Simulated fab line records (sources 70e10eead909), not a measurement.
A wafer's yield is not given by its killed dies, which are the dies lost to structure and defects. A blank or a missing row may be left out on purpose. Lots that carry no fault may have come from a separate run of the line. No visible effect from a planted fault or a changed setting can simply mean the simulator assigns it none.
Matching of chambers | flow nand harc | NHARC_A_CHANNEL_FILL_D1_ALD_02 on ald hk-04: 3 sister chambers
The step deposits SiO2, target thk 6 nm, pulse time 10 s, ald cycles 60. 3 wafers are shown with their chamber, then 7 later ones without.

## WAFERS PAIRED WITH THEIR CHAMBERS
wafer  | chamber | heater power w (W)
L086.2 | 1       | 482
L089.2 | 3       | 437
L089.3 | 2       | 437

## WAFERS MISSING THEIR CHAMBER
wafer  | heater power w (W)
L088.2 | 439
L088.4 | 494
L088.5 | 483
L091.1 | 426
L091.5 | 431
L095.3 | 440
L095.6 | 439

## CHAMBER TAKEN BY EACH
wafer  | from the rows above     | in truth
L088.2 | can't be placed: 2 or 3 | 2
L088.4 | 1                       | 1
L088.5 | 1                       | 1
L091.1 | can't be placed: 2 or 3 | 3
L091.5 | can't be placed: 2 or 3 | 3
L095.3 | can't be placed: 2 or 3 | 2
L095.6 | can't be placed: 2 or 3 | 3
Placed correctly: 2 of 7. From these rows, 5 cannot be placed; in 5 the true chamber is one of the candidates. 0 placed wrongly.
How it was worked out, from the rows above alone: a wafer's distance from a chamber is the root of the sum, over the readings, of the square of ((its reading less the chamber's mean) divided by the reading's scatter). If the next closest chamber is less than 2 further off than the closest, the wafer can't be placed; otherwise it belongs to the closest. For every chamber, the mean is computed from those of its wafers that are shown. The scatter: root of mean squared gap, hidden wafer to nearest shown wafer, with one shown wafer a chamber.
